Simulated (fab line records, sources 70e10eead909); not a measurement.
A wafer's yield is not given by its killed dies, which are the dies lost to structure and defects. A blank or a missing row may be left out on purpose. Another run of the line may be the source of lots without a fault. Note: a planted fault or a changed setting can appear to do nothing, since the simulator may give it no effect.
Which tool is to blame? ; flow nandHarc ; 12 lots, 36 wafers sampled, at 2 steps of a route of 1302

== WHAT THE GAUGES SHOWED, per wafer ==
NHARC_P_BONDPAD_CD_MEAS_13.
lot;measured;on;cdNm (nm)
L075;day 7 04:32;cdSem-01;497.8 496.9 502.6
L077;day 7 22:13;cdSem-02;502.4 501.2 499.3
L079;day 8 15:07;cdSem-02;500.4 502.9 502.4
L081;day 9 17:00;cdSem-02;501.1 499.9 500.7
L083;day 10 05:20;cdSem-02;500.9 501.0 501.7
L085;day 11 05:26;cdSem-02;502.4 500.4 503.4
L087;day 12 03:38;cdSem-03;500.5 505.0 501.5
L089;day 12 19:06;cdSem-02;504.2 501.8 503.7
L091;day 13 17:20;cdSem-03;498.9 501.0 496.5
L093;day 14 18:05;cdSem-03;502.0 499.7 497.4
L095;day 15 03:35;cdSem-02;497.4 498.5 503.5
L097;day 16 05:49;cdSem-01;499.7 500.6 501.5

== WHAT TOOL EACH LOT RAN ON (gives the tool, then ch and the chambers of the sampled wafers, and finally the start) ==
lot;NHARC_P_BONDPAD_DESCUM_11
L075;rieDiel-12 ch 0,1,3, day 7 04:15
L077;rieDiel-12 ch 0,1, day 7 21:54
L079;rieDiel-10 ch 0,2,3, day 8 14:49
L081;rieDiel-12 ch 2,3, day 9 16:41
L083;rieDiel-10 ch 0,2,3, day 10 05:01
L085;rieDiel-12 ch 0,1,3, day 11 05:08
L087;rieDiel-10 ch 2,3, day 12 03:20
L089;rieDiel-01 ch 1,3, day 12 18:45
L091;rieDiel-01 ch 0,2,3, day 13 17:02
L093;rieDiel-12 ch 0,2, day 14 17:46
L095;rieDiel-12 ch 1,2,3, day 15 03:17
L097;rieDiel-01 ch 0,1, day 16 05:31
- NHARC_P_BONDPAD_DESCUM_11: chemistry O2, time 3 s.

== THE ANSWER, worked out from the rows above alone ==
Rule: what is usual is taken from the lots themselves. The widest of any qualifying gaps counts: lots, ordered by their means at a reading, are off when they make up no more than a third of the lots, leave a main group of 4 or more, and stand apart from it by 3 or more times the standard deviation of that group's means. Not used: any main group whose means are identical at the precision the tables above print for the reading. Also off: a lot with no number at a reading for which 4 or more lots have one. All remaining lots with rows at the step are treated as sound.
No lot is off on any of the readings shown, so nothing can be concluded from this.

== WHAT THE SIMULATOR HAD INSERTED ==
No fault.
